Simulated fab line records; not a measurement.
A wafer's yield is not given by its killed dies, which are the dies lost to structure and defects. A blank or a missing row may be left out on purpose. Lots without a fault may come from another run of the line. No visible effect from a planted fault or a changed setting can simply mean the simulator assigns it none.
Chamber matching ; flow n5 finfet ; N5_BEOL_M0_SAQP_ALD_48 on ald sin-03: 4 sister chambers
The step deposits SiO2, target thk 20 nm, pulse time 1 s, co reactant pulse time 1 s. 8 wafers are shown with their chamber, then 10 later ones without.

== EACH WAFER AND ITS CHAMBER ==
wafer;chamber;heater power w (W);precursor pulse height rel
L079.4;2;99;0.985
L080.5;2;96;1.003
L084.5;3;76;1.012
L088.2;0;73;0.986
L088.5;0;74;0.998
L088.6;3;76;0.983
L090.3;1;66;0.990
L090.5;1;68;0.998

== WAFERS WITHOUT THEIR CHAMBER ==
wafer;heater power w (W);precursor pulse height rel
L090.6;100;1.003
L092.1;75;0.974
L092.2;68;0.993
L092.5;72;0.999
L093.1;101;1.025
L093.4;76;0.998
L093.5;77;1.046
L095.4;74;1.021
L095.5;100;0.997
L095.6;76;0.991

== WHICH CHAMBER EACH ONE RAN IN ==
wafer;from the rows above;in truth
L090.6;2;2
L092.1;can't be placed: 0 or 3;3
L092.2;1;1
L092.5;can't be placed: 0 or 3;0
L093.1;2;2
L093.4;can't be placed: 3 or 0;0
L093.5;can't be placed: 3 or 0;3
L095.4;can't be placed: 0 or 3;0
L095.5;2;2
L095.6;can't be placed: 3 or 0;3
Correct placement for 4 of the 10. From these rows, 6 cannot be placed; in 6 the true chamber is one of the candidates. Placed wrongly: 0.
How it was worked out, from the rows above alone: a wafer's distance from a chamber is the root of the sum, over the readings, of the square of ((its reading less the chamber's mean) divided by the reading's scatter). The wafer belongs to the nearest chamber; if the next one is less than 2 further off, it can't be placed. The mean given for a chamber averages the wafers shown for that chamber. How the scatter is found: for the shown wafers, subtract from each reading the mean of its chamber, square and add these, divide the total by (wafers less chambers), then take the root.
